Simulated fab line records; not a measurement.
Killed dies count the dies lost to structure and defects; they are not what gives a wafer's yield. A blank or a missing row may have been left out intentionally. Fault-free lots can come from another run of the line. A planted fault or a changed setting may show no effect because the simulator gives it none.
Comparing a struck lot with a sound one + flow n5 finfet + 40 steps out of a route of 1938
Sound: wafers L656.1, L656.5, L656.6. Wafers struck: L668.3, L668.5, L668.6. The cause comes at the end.
Per side, at each step with rows, come the tool, then ch with its chambers, and then its first start. Under that, the readings that differ: sound wafers + struck wafers + difference of the means + sigmas: that difference in standard deviations of wafers without a fault.
alike: same words and numbers on both sides, and readings whose means sit less than 2 such deviations apart. not compared: any withheld reading, any reading some wafer has no value for, any bound like >300 that may hide the same value, and any number with overlapping values for which the record gives no deviation.
The two part at a step that has a row with sigmas, a row that says differs or no value, or rows on one side only. Non-overlapping numbers with no deviation appear without sigmas and do not part them. A reading that every wafer of one side lacks parts them only if that side has two wafers or more.

first, 9 steps without rows for these wafers: N5_SD_EPI_N_DEVELOP_08 (develop time 30 s); N5_SD_EPI_N_DESCUM_14 (chemistry O2, time 7.9 s); N5_SD_EPI_N_ETCH_34 (etches SiARC in CF4, target depth 45.5 nm, time 75.8 s); N5_SD_EPI_N_ETCH_35 (etches SOC in N2/H2, overetch 108 nm, time 486 s); N5_SD_EPI_N_STRIP_36 (strips in N2/H2); N5_SD_EPI_N_ETCHBACK_44 (etches SiNx in CH3F/O2, stops on SiO2, target depth 14.5 nm); N5_SD_EPI_N_ETCH_45 (etches SiOCN in CH3F/O2, target depth 6 nm); N5_SD_EPI_N_ETCH_16 (etches SiO2 in CHF3/O2, target depth 5 nm); N5_SD_EPI_N_STRIP_47 (strips in CHF3/O2).
N5_SD_EPI_N_SD_RECESS_17: chemistry HBr/Cl2/O2, target depth 41 nm, time 23.7 s, bt time 3 s.
  sound on rie si-04 ch 1,2,3, day 3 01:52; struck on rie si-04 ch 0,1,2, day 6 03:38
  alike: drypump motor current A, oes product au, throttle valve pct
  not compared: rf hours counter h
then, 11 steps without rows for these wafers: N5_SD_EPI_N_STRIP_38 (strips in N2/H2); N5_SD_EPI_N_WET_ETCH_43 (etches SiO2 in dHF, time 14 s, target depth 1.5 nm); N5_SD_EPI_N_STRIP_18 (strips in SPM, time 750 s); N5_SD_EPI_N_SRD_20 (time 30 s); N5_SD_EPI_N_PRECLEAN_48 (cleans in NF3:NH3, afs cycles 2, time 20 s, sublimation time 60 s); N5_SD_EPI_N_VAPOR_ETCH_50 (etches Si in HCl, time 54 s); N5_SD_EPI_N_EPI_21 (deposits Si:P, time 690 s); N5_SD_EPI_N_PRECLEAN_24 (cleans in O3/DIW, time 60 s); N5_SD_EPI_N_SRD_25 (time 30 s); N5_SD_EPI_N_PRECLEAN_49 (cleans in NF3:NH3, afs cycles 1, time 20 s, sublimation time 60 s); N5_SD_EPI_N_LINER_46 (material SiNx, target thk 3 nm).
N5_SD_EPI_N_INSPECT_26: inspects for defects (darkfield).
  sound on defect inspect-01 at day 3 05:09; struck on defect inspect-02 at day 6 07:25
| reading          | sound       | struck      | difference | sigmas |
|------------------|-------------|-------------|------------|--------|
| raw defect count | 184 195 187 | 535 509 522 | +333       | +8     |
then, 8 steps without rows for these wafers: N5_SD_EPI_P_COAT_34 (time 60 s, resist thk 350 nm); N5_SD_EPI_P_COAT_35 (time 60 s, resist thk 35 nm); N5_SD_EPI_P_COAT_03 (resist thk 150 nm); N5_SD_EPI_P_EBR_05; N5_SD_EPI_P_SOFTBAKE_04 (time 60 s); N5_SD_EPI_P_EXPOSE_06 (exposes mask SD P BLK, target cd 240 nm); N5_SD_EPI_P_PEB_07 (peb time 60 s); N5_SD_EPI_P_DEVELOP_08 (develop time 30 s).
N5_SD_EPI_P_INSPECT_11: inspects for defects (macro).
  sound on defect inspect-02 at day 3 05:37; struck on defect inspect-01 at day 6 07:44
| reading          | sound | struck         | difference | sigmas |
|------------------|-------|----------------|------------|--------|
| raw defect count | 2 4 2 | >300 >300 >300 | differs    |        |
then, 5 steps without rows for these wafers: N5_SD_EPI_P_DESCUM_14 (chemistry O2, time 7.9 s); N5_SD_EPI_P_ETCH_36 (etches SiARC in CF4, target depth 45.5 nm, time 75.8 s); N5_SD_EPI_P_ETCH_37 (etches SOC in N2/H2, overetch 108 nm, time 486 s); N5_SD_EPI_P_STRIP_38 (strips in N2/H2); N5_SD_EPI_P_ETCHBACK_46 (etches SiNx in CH3F/O2, stops on SiO2, target depth 17.5 nm).
N5_SD_EPI_P_INSPECT_26: inspects for defects (darkfield).
  sound on defect inspect-01 at day 3 09:54; struck on defect inspect-02 at day 6 11:31
| reading          | sound       | struck      | difference | sigmas |
|------------------|-------------|-------------|------------|--------|
| raw defect count | 157 188 161 | 531 488 482 | +332       | +9     |
N5_SD_ACTIVATION_INSPECT_02: inspects for defects (darkfield).
  sound on defect inspect-02 at day 3 10:39; struck on defect inspect-02 at day 6 12:17
| reading          | sound       | struck      | difference | sigmas |
|------------------|-------------|-------------|------------|--------|
| raw defect count | 176 182 164 | 518 515 488 | +333       | +9     |
-- the record jumps here: 4 days lie between the struck wafers' starts before and after (it left off in module SD_ACTIVATION and takes up again in module BEOL_M4, whose first step shown is number 1111 of the route) --
N5_BEOL_M4_RC_MEAS_101:
  sound on prober-02 ch 0, day 8 03:52; struck on prober-01 ch 0, day 10 21:04
  alike: DIBL_N, DIBL_P, IOFF_N, IOFF_P, ION_N, ION_P, SS_N, SS_P, VT_N, VT_P
-- record jumps: 4 days separate the struck wafers' starts on either side; left off in module BEOL_M4, taken up again in module PASSIVATION, whose first shown step is the route's number 1936 --
N5_PASSIVATION_PROBE_49:
  only the struck wafers here have rows in the record (prober-01, day 15 03:55); the sound ones have none

WHERE THEY PART
Last at N5_PASSIVATION_PROBE_49 as far as this record goes, first at N5_SD_EPI_N_INSPECT_26.

WHY: what the simulator had put in
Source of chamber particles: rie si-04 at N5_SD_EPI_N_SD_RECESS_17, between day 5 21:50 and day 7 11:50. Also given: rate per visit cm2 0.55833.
